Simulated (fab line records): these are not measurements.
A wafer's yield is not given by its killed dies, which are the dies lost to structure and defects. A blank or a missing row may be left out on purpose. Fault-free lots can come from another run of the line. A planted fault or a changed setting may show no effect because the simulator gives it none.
A lot that was struck, set against a sound lot | flow nand_harc | 13 out of 1302 route steps
Sound: these wafers, L768.3, L768.4, L768.5. Struck: wafers L771.2, L771.3, L771.4. Last of all comes the cause.
At each step with rows: each side's tool, then ch and its chambers, then its first start. Under that, the readings that differ: sound wafers | struck wafers | difference of the means | sigmas: that difference in standard deviations of wafers without a fault.
alike: readings whose means differ by less than 2 such deviations, and words and numbers that are the same on both sides. not compared: withheld readings, readings that some wafer has no value for, bounds like >300 that may hide the same value, and numbers for which the record gives no deviation and whose values overlap.
The two part at a step that has a row with sigmas, a row that says differs or no value, or rows on one side only. Non-overlapping numbers with no deviation appear without sigmas and do not part them. Lack of a reading on every wafer of one side parts them only where that side has two or more wafers.

NHARC_P_CONTACT_CMP_24: polishes, t overpolish 30 s, target thk 200 nm.
  sound on cmp-03 ch 0,2,3, day 10 10:34; struck on cmp-04 ch 0,1,3, day 11 05:17
  alike: motor_current_A, overpolish_run_s, time_to_endpoint_s
after that, 1 step had no rows for these wafers: NHARC_P_CONTACT_SRD_26.
NHARC_P_CONTACT_INSPECT_27:
  sound on defect_inspect-01 at day 10 10:56; struck on defect_inspect-02 at day 11 05:41
  alike: raw_defect_count
then, 8 steps without rows for these wafers: NHARC_P_M0_DEP_00 (deposits SiOC, target thk 150 nm); NHARC_P_M0_DEHYDRATE_01 (time 120 s); NHARC_P_M0_HMDS_02 (time 30 s); NHARC_P_M0_COAT_33 (time 65 s); NHARC_P_M0_COAT_03 (resist thk 90 nm); NHARC_P_M0_SOFTBAKE_04 (time 55 s); NHARC_P_M0_EBR_05; NHARC_P_M0_EXPOSE_06 (exposes mask P M0, target cd 90 nm).
NHARC_P_M0_PEB_07: peb time 65 s.
  struck on litho_track-06, day 11 06:30; sound on litho_track-06 ch 0, day 10 11:45
  no value came back on the struck wafers for chill_plate_temp_C (C), exhaust_pa (Pa), plate_temp_C (C); on the sound wafers chill_plate_temp_C (C) reads 22.91 23.00 23.17
then, 1 step without rows for these wafers: NHARC_P_M0_DEVELOP_08 (develop time 35 s).

WHERE THEY PART
Only at NHARC_P_M0_PEB_07, as far as this record shows.

WHY: whatever the simulator had introduced
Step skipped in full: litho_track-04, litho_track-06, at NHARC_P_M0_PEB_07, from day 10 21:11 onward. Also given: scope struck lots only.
